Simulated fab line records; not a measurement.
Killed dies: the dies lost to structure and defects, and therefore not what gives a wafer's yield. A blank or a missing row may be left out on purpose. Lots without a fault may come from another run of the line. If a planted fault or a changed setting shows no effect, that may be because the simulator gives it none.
fab line records ; flow nand-harc
record lots=15; wafers=43; last-day=33
route steps=1302 shown P_BONDPAD@371 A_ZERO_WELL@403 A_ONON_D1@426
lots with no fault: from the same line, run without faults
start-h: the number of hours between the record's first day and the start of the first shown wafer of the lot ; wait-h: time in hours since the lot's previous step ; " as in the row above ; L1.1+2: a row that stands for several wafers ; - no value, or no start was given ; * or withheld: withheld ; < > ~ a bound
route shown NAME@n: names a module that has steps shown in the file, with the first one's number in the route ; usual: mean/standard deviation taken from wafers without a fault ; same: alike in all rows ; chamber/n: place in a boat ; sites: readings site by site ; _std_site: their standard deviation ; _edge_site: outer sites' mean less inner sites' ; radius-mm: for every site, how far away it sits from the centre of the wafer ; mask NAME#n: copy n ; behind: the last tool/chamber to shape the wafer ; hold: cause of the lot's hold/its duration in hours/its outcome ; device: the transistor (n, p or np) that didn't switch ; end of line: the tests these same wafers got at the end of their route ; a step with no rows: only its recipe ; killed: dies that structure and defects cost at the first sort, which is not the same as the wafer's yield ; map: shows each die of a wafer: x if killed, . if not, _ if none is there
set.NAME: the setting the step ran with; set.NAME@STEP: the setting that earlier step ran with ; model.NAME: the simulator's own value behind a step, which no gauge read
one table for each step of the route and one row for each wafer, over a sample of lots
services: the hour from which a tool's chamber was out of use, counted from the record's first day as start-h (under 0 if before that day), plus the number of hours and why
## steps
# step NHARC_P_BONDPAD_STRIP_15
# recipe o2-flow-sccm=500; ar-flow-sccm=0; bias-w=0; chemistry=O2
# usual drypump-motor-current-A=5.7/0.42; oes-product-au=0.996/0.012; rf-vpp-V=57.9/0.92; showerhead-plenum-p-Torr=3.58/0.12; throttle-valve-pct=17.035/0.0097
# same bias-w=0
lot.wafer;tool;chamber;start-h;wait-h;drypump-motor-current-A;oes-product-au;rf-hours-counter-h;rf-vpp-V;showerhead-plenum-p-Torr;throttle-valve-pct
L870.3;rie-diel-09;2;131.22;0.1;5.1;1.012;10.8;57.2;3.54;17.030
L870.2;rie-diel-09;0;131.22;0.1;5.7;1.023;10.7;59.1;3.79;17.030
L870.6;rie-diel-09;3;131.22;0.1;6.2;0.997;-;57.1;3.66;17.032
L871.2;rie-diel-06;3;144.01;0.1;6.6;1.007;0.6;58.4;3.47;17.040
L871.5;rie-diel-06;3;144.01;0.1;6.6;1.012;-;58.1;3.47;17.027
L871.6;rie-diel-06;0;144.01;0.1;5.7;1.004;-;60.0;3.63;17.026
L873.1;rie-diel-01;1;162.13;0.1;6.1;0.998;2.8;59.0;3.62;17.033
L873.3;rie-diel-01;3;162.13;0.1;5.4;0.986;3.1;58.6;3.54;17.033
L873.4;rie-diel-01;0;162.13;0.1;5.5;1.021;2.7;57.4;3.31;17.036
L874.3;rie-diel-06;3;175.12;0.1;6.6;0.994;2.7;58.1;3.47;17.040
L874.2;rie-diel-06;0;175.12;0.1;5.6;0.995;2.5;57.6;3.63;17.023
L874.6;rie-diel-06;2;175.12;0.1;5.7;0.983;-;58.6;3.69;17.040
L875.3;rie-diel-06;2;184.83;0.1;5.7;0.981;3.1;57.7;3.69;17.029
L875.2;rie-diel-06;3;184.83;0.1;6.6;0.995;3.3;57.9;3.47;17.053
L875.6;rie-diel-06;0;184.83;0.1;5.7;0.994;-;58.3;3.63;17.043
L877.2;rie-diel-06;0;206.57;0.1;5.7;0.997;5.4;60.1;3.63;17.028
L877.1;rie-diel-06;1;206.57;0.1;5.1;0.985;3.3;56.6;3.54;17.031
L877.6;rie-diel-06;3;206.57;0.1;6.6;1.006;-;57.5;3.47;17.026
L878.4;rie-diel-06;0;221.18;0.1;5.7;0.985;5.5;58.3;3.63;17.016
L878.1;rie-diel-06;3;221.18;0.1;6.6;0.995;4.6;58.9;3.47;17.032
L878.6;rie-diel-06;1;221.18;0.1;5.1;0.987;-;57.6;3.54;17.040
L880.1;rie-diel-01;3;241.67;0.1;5.4;0.997;0.7;58.0;3.54;17.019
L880.2;rie-diel-01;0;241.67;0.1;5.5;1.022;0.8;56.0;3.31;17.035
L880.6;rie-diel-01;2;241.67;0.1;5.8;1.010;-;59.5;3.62;17.029
L881.2;rie-diel-01;0;250.06;0.1;5.5;1.015;1.0;57.1;3.31;17.033
L881.1;rie-diel-01;1;250.06;0.1;6.1;1.005;0.8;57.9;3.62;17.025
L881.6;rie-diel-01;1;250.06;0.1;6.1;1.003;-;57.7;3.62;17.022
L882.2;rie-diel-06;1;256.78;0.1;5.1;0.987;5.5;56.7;3.54;17.017
L882.3;rie-diel-06;3;256.78;0.1;6.6;1.008;5.9;57.6;3.47;17.035
L882.5;rie-diel-06;1;256.78;0.1;5.1;0.978;-;55.3;3.54;17.043
L888.4;rie-diel-06;1;319.62;0.1;5.1;0.977;0.7;58.6;3.54;17.028
L888.3;rie-diel-06;2;319.62;0.1;5.7;0.991;0.5;58.2;3.69;17.046
L888.6;rie-diel-06;3;319.62;0.1;6.5;0.989;-;58.0;3.47;17.036
L889.2;rie-diel-01;1;331.37;0.1;6.1;1.004;3.3;59.2;3.62;17.033
L889.4;rie-diel-01;0;331.37;0.1;5.5;1.025;-;56.6;3.31;17.032
L889.5;rie-diel-01;3;331.37;0.1;5.4;0.981;-;56.9;3.54;17.055
L890.2;rie-diel-09;1;340.87;0.1;5.4;0.986;0.2;58.2;3.73;17.045
L890.4;rie-diel-09;0;340.87;0.1;5.7;0.994;0.2;59.2;3.78;17.017
L891.3;rie-diel-01;1;344.17;0.1;6.1;0.994;3.9;58.2;3.62;17.038
L891.2;rie-diel-01;3;344.17;0.1;5.4;0.978;4.2;58.2;3.53;17.046
L892.4;rie-diel-01;0;360.36;0.1;5.5;0.998;4.0;57.4;3.31;17.052
L892.6;rie-diel-01;3;360.36;0.1;5.4;0.977;-;56.7;3.53;17.026
L892.5;rie-diel-01;0;360.36;0.1;5.5;0.997;-;56.7;3.31;17.032
# step NHARC_P_BONDPAD_CMP_19
# recipe t-overpolish-s=30; cu-recess-touch-s=16; target-thk-nm=160.81
# usual motor-current-A=12.4/1.9; overpolish-run-s=29.999/0.009
lot.wafer;tool;chamber;start-h;wait-h;motor-current-A;overpolish-run-s
L870.2;cmp-03;3;132.85;-;11.0;29.994
L870.3;cmp-03;2;132.85;-;11.3;30.002
L870.6;cmp-03;3;132.85;-;10.6;29.986
L871.2;cmp-03;0;145.69;-;12.5;30.009
L871.5;cmp-03;0;145.69;-;13.7;29.998
L871.6;cmp-03;1;145.69;-;15.7;29.986
L873.3;cmp-01;0;163.76;-;9.9;29.985
L873.1;cmp-01;1;163.76;-;13.0;29.994
L873.4;cmp-01;3;163.76;-;10.9;29.997
L874.3;cmp-03;1;177.04;-;15.7;29.995
L874.2;cmp-03;3;177.04;-;10.6;29.988
L874.6;cmp-03;1;177.04;-;16.9;29.992
L875.2;cmp-03;2;186.55;-;11.5;29.995
L875.3;cmp-03;3;186.55;-;10.9;29.991
L875.6;cmp-03;1;186.55;-;15.9;29.994
L877.1;cmp-03;1;208.18;-;16.0;30.007
L877.2;cmp-03;3;208.18;-;10.6;29.996
L877.6;cmp-03;2;208.18;-;11.6;29.985
L878.1;cmp-01;3;222.86;-;11.3;29.992
L878.4;cmp-01;0;222.86;-;10.6;29.990
L878.6;cmp-01;1;222.86;-;13.5;29.990
L880.2;cmp-01;1;243.32;-;13.1;30.010
L880.1;cmp-01;2;243.32;-;10.1;30.002
L880.6;cmp-01;0;243.32;-;9.7;29.994
L881.1;cmp-03;1;251.70;-;15.4;30.004
L881.2;cmp-03;3;251.70;-;10.5;29.986
L881.6;cmp-03;1;251.70;-;15.3;30.010
L882.2;cmp-01;0;258.40;-;10.4;29.989
L882.3;cmp-01;2;258.40;-;10.7;29.999
L882.5;cmp-01;1;258.40;-;13.2;30.011
L888.3;cmp-03;1;321.28;-;15.3;29.998
L888.4;cmp-03;2;321.28;-;11.8;30.013
L888.6;cmp-03;3;321.28;-;10.7;30.006
L889.4;cmp-03;3;333.02;-;10.4;30.007
L889.2;cmp-03;2;333.02;-;11.4;30.010
L889.5;cmp-03;0;333.02;-;14.0;30.006
L890.4;cmp-04;3;342.51;-;11.3;30.002
L890.2;cmp-04;0;342.51;-;13.8;30.007
L891.3;cmp-03;3;345.82;-;10.6;30.004
L891.2;cmp-03;0;345.82;-;13.4;29.988
L892.4;cmp-03;3;362.14;-;10.7;30.019
L892.6;cmp-03;0;362.14;-;13.3;29.996
L892.5;cmp-03;1;362.14;-;16.1;30.010
# step NHARC_A_ZERO_WELL_DESCUM_12
# recipe time-s=3; o2-flow-sccm=200; ar-flow-sccm=0; bias-power-w=0; chemistry=O2
# usual drypump-motor-current-A=6.1/0.35; oes-product-au=0.998/0.013; rf-vpp-V=57.6/0.96; showerhead-plenum-p-Torr=1.90/0.094; throttle-valve-pct=11.312/0.0091
lot.wafer;tool;chamber;start-h;wait-h;drypump-motor-current-A;oes-product-au;rf-hours-counter-h;rf-vpp-V;showerhead-plenum-p-Torr;throttle-valve-pct
L870.3;rie-diel-07;0;134.84;-;6.6;0.989;2;58.3;1.85;11.327
L870.2;rie-diel-07;1;134.84;-;5.5;1.011;2;56.3;1.92;11.309
L870.6;rie-diel-07;0;134.84;-;6.6;0.992;-;57.7;1.85;11.301
L871.2;rie-diel-11;3;147.68;-;5.6;1.020;3;58.5;2.02;11.313
L871.6;rie-diel-11;3;147.68;-;5.6;1.025;-;58.2;2.02;11.316
L871.5;rie-diel-11;0;147.68;-;5.9;0.989;-;56.1;1.80;11.313
L873.1;rie-diel-11;0;165.77;-;5.9;0.991;3;56.7;1.80;11.304
L873.3;rie-diel-11;1;165.77;-;6.2;0.995;3;56.2;1.84;11.313
L873.4;rie-diel-11;2;165.77;-;6.6;1.003;-;58.3;2.03;11.310
L874.2;rie-diel-11;0;179.08;-;5.9;0.985;3;58.5;1.80;11.332
L874.3;rie-diel-11;1;179.08;-;6.2;1.003;3;57.6;1.84;11.317
L874.6;rie-diel-11;0;179.08;-;5.9;1.001;-;57.8;1.80;11.314
L875.2;rie-diel-04;3;188.36;-;5.4;1.021;0;57.8;1.83;11.321
L875.3;rie-diel-04;0;188.36;-;6.0;0.997;0;58.1;1.96;11.317
L875.6;rie-diel-04;0;188.36;-;6.0;0.993;-;58.6;1.96;11.320
L877.2;rie-diel-11;2;210.17;-;6.5;1.009;4;57.6;2.03;11.302
L877.1;rie-diel-11;0;210.17;-;5.9;1.007;4;55.4;1.80;11.317
L877.6;rie-diel-11;2;210.17;-;6.5;1.014;-;57.7;2.03;11.308
L878.4;rie-diel-07;3;224.81;-;6.1;0.991;19;57.5;1.80;11.299
L878.1;rie-diel-07;0;224.81;-;6.6;0.980;22;56.6;1.84;11.316
L878.6;rie-diel-07;1;224.81;-;5.5;1.005;-;59.4;1.92;11.329
L880.1;rie-diel-11;3;245.18;-;5.6;0.991;4;59.5;2.02;11.303
L880.2;rie-diel-11;0;245.18;-;6.0;0.985;5;58.1;1.80;11.314
L880.6;rie-diel-11;1;245.18;-;6.3;1.013;-;59.2;1.84;11.319
L881.1;rie-diel-11;2;253.58;-;6.5;1.022;5;57.8;2.03;11.327
L881.2;rie-diel-11;1;253.58;-;6.2;1.031;5;57.5;1.84;11.319
L881.6;rie-diel-11;2;253.58;-;6.5;1.013;-;59.2;2.03;11.327
L882.3;rie-diel-07;2;260.33;-;5.9;0.995;20;57.8;1.92;11.324
L882.2;rie-diel-07;3;260.33;-;6.1;0.986;26;57.3;1.80;11.323
L882.5;rie-diel-07;1;260.33;-;5.5;1.004;-;56.6;1.91;11.317
L888.3;rie-diel-11;0;323.21;-;5.9;0.999;2;57.6;1.80;11.307
L888.4;rie-diel-11;1;323.21;-;6.2;1.021;2;57.5;1.84;11.313
L888.6;rie-diel-11;3;323.21;-;5.6;0.994;-;57.5;2.02;11.314
L889.2;rie-diel-11;1;334.89;-;6.3;1.013;3;56.9;1.84;11.310
L889.4;rie-diel-11;2;334.89;-;6.5;0.972;2;58.5;2.03;11.307
L889.5;rie-diel-11;3;334.89;-;5.7;0.993;-;57.9;2.01;11.309
L890.2;rie-diel-11;2;344.53;-;6.5;0.978;3;56.9;2.03;11.302
L890.4;rie-diel-11;3;344.53;-;5.6;0.997;3;58.6;2.01;11.307
L891.2;rie-diel-11;2;347.72;-;6.5;0.989;3;58.2;2.03;11.298
L891.3;rie-diel-11;3;347.72;-;5.7;0.994;3;57.6;2.01;11.325
L892.4;rie-diel-11;1;364.07;-;6.2;1.017;3;56.8;1.84;11.313
L892.6;rie-diel-11;3;364.07;-;5.7;1.000;-;58.9;2.01;11.308
L892.5;rie-diel-11;0;364.07;-;5.9;1.000;-;57.5;1.80;11.306
# step NHARC_A_ONON_D1_DEP_03
# recipe target-thk-a=10000; n2-flow-sccm=2750; n2o-flow-sccm=2000; nh3-flow-sccm=500; sih4-flow-sccm=210; temp-c=400
lot.wafer;tool;chamber;start-h;wait-h
L870.2+3+6;pecvd-onon-01;0;156.76;0.1
L871.2+5+6;pecvd-onon-02;0;172.64;0.1
L873.1+3+4;pecvd-onon-04;0;192.53;0.1
L874.2+3+6;pecvd-onon-04;0;200.81;0.1
L875.2+3+6;pecvd-onon-02;0;211.29;0.1
L877.1+2+6;pecvd-onon-02;0;232.00;0.1
L878.1+4+6;pecvd-onon-04;0;248.20;0.1
L880.1+2+6;pecvd-onon-04;0;270.26;0.1
L881.1+2+6;pecvd-onon-04;0;275.55;0.1
L882.2+3+5;pecvd-onon-01;0;284.95;0.1
L888.3+4+6;pecvd-onon-04;0;351.32;0.2
L889.2+4+5;pecvd-onon-02;0;356.31;0.1
L890.2+4;pecvd-onon-04;0;366.90;0.1
L891.2+3;pecvd-onon-04;0;370.11;0.1
L892.4+5+6;pecvd-onon-01;0;386.63;0.2
# step NHARC_A_ONON_D1_THK_MEAS_05
# recipe thk-meas-gauge=ellipsometry
# usual thk-nm=999/11
lot.wafer;tool;chamber;start-h;wait-h;thk-nm
L870.2;film-metro-01;-;157.21;-;1000
L870.3;film-metro-01;-;157.21;-;1002
L870.6;film-metro-01;-;157.21;-;1002
L871.2;film-metro-01;-;173.10;-;1004
L871.5;film-metro-01;-;173.10;-;1002
L871.6;film-metro-01;-;173.10;-;1003
L873.1;film-metro-01;-;193.04;-;982
L873.3;film-metro-01;-;193.04;-;981
L873.4;film-metro-01;-;193.04;-;983
L874.2;film-metro-01;-;201.27;-;997
L874.3;film-metro-01;-;201.27;-;998
L874.6;film-metro-01;-;201.27;-;999
L875.2;film-metro-01;-;211.74;-;995
L875.3;film-metro-01;-;211.74;-;993
L875.6;film-metro-01;-;211.74;-;995
L877.1;film-metro-01;-;232.51;-;984
L877.2;film-metro-01;-;232.51;-;986
L877.6;film-metro-01;-;232.51;-;984
L878.1;film-metro-01;-;248.71;-;994
L878.4;film-metro-01;-;248.71;-;994
L878.6;film-metro-01;-;248.71;-;995
L880.1;film-metro-02;-;270.77;-;979
L880.2;film-metro-02;-;270.77;-;980
L880.6;film-metro-02;-;270.77;-;978
L881.1;film-metro-01;-;276.06;-;1011
L881.2;film-metro-01;-;276.06;-;1010
L881.6;film-metro-01;-;276.06;-;1009
L882.2;film-metro-02;-;285.40;-;999
L882.3;film-metro-02;-;285.40;-;996
L882.5;film-metro-02;-;285.40;-;997
L888.3;film-metro-01;-;351.73;-;1011
L888.4;film-metro-01;-;351.73;-;649
L888.6;film-metro-01;-;351.73;-;1010
L889.2;film-metro-02;-;356.77;-;997
L889.4;film-metro-02;-;356.77;-;998
L889.5;film-metro-02;-;356.77;-;997
L890.2;film-metro-02;-;367.35;-;650
L890.4;film-metro-02;-;367.35;-;651
L891.2;film-metro-01;-;370.56;-;646
L891.3;film-metro-01;-;370.56;-;1007
L892.4;film-metro-01;-;386.96;-;999
L892.5;film-metro-01;-;386.96;-;999
L892.6;film-metro-01;-;386.96;-;999
## services
tool;chamber;start-h;hours;kind
rie-diel-06;0;118.94;3.8;repair
cmp-03;-;120.65;0.5;repair
pecvd-onon-04;-;130.00;13.0;pm
rie-diel-06;-;130.42;9.0;pm
rie-diel-11;3;147.99;31.1;repair
cmp-03;-;162.00;4.0;pm
rie-diel-06;1;167.17;25.8;repair
rie-diel-06;3;194.01;7.7;repair
rie-diel-11;3;195.82;24.4;repair
rie-diel-06;2;196.13;3.6;repair
rie-diel-01;-;203.82;9.0;pm
rie-diel-11;-;255.50;9.0;pm
cmp-03;-;260.00;4.0;pm
rie-diel-01;0;283.83;6.9;repair
rie-diel-06;0;286.71;3.3;repair
rie-diel-06;1;291.09;17.1;repair
rie-diel-06;-;307.42;9.0;pm
pecvd-onon-04;-;311.00;13.0;pm
rie-diel-01;2;328.11;8.5;repair
rie-diel-11;3;341.57;1.4;repair
cmp-03;-;358.00;4.0;pm
rie-diel-01;0;369.77;3.5;repair
rie-diel-01;1;375.26;9.3;repair
rie-diel-06;0;379.39;4.1;repair
## key
first-sign step=NHARC_A_ONON_D1_THK_MEAS_05; reading=thk-nm; direction=down; sigmas=33; usual=999; struck=649
effect none on later readings
met-at NHARC_A_ONON_D1_DEP_03
struck-lots L888,L890,L891
struck-wafers L888.4,L890.2,L890.4,L891.2
later-rows-left-out L888.4,L890.2,L890.4,L891.2
sort-left-out L888.4,L890.2,L890.4,L891.2
tester-left-out L888,L890,L891
not-acting-at NHARC_P_BONDPAD_STRIP_15,NHARC_P_BONDPAD_CMP_19,NHARC_A_ZERO_WELL_DESCUM_12
onset-between 275.55 351.32
fault kind=process-parameter-drift; tool=pecvd-onon-04; chamber=-; onset-h=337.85; steps=NHARC_A_ONON_D1_DEP_03; channel=target-thk-a; offset=*; shape=step; end-h=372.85; scope=struck-wafers-only; acts-in=*; stated=*
# tester-left-out: of these lots the tester's yield and bins aren't shown, on N5 and GAA mostly nor the transistor test; their killed dies are dies lost to structure and defects alone, not to doping, threshold or leakage, so they don't give the yield
# sort-left-out: the simulated sort isn't trusted on such a fault, so these wafers' sort isn't shown, and their yield isn't known
# later-rows-left-out: the simulator's readings of these wafers behind a module that went badly wrong aren't trusted and aren't shown, but for the sort
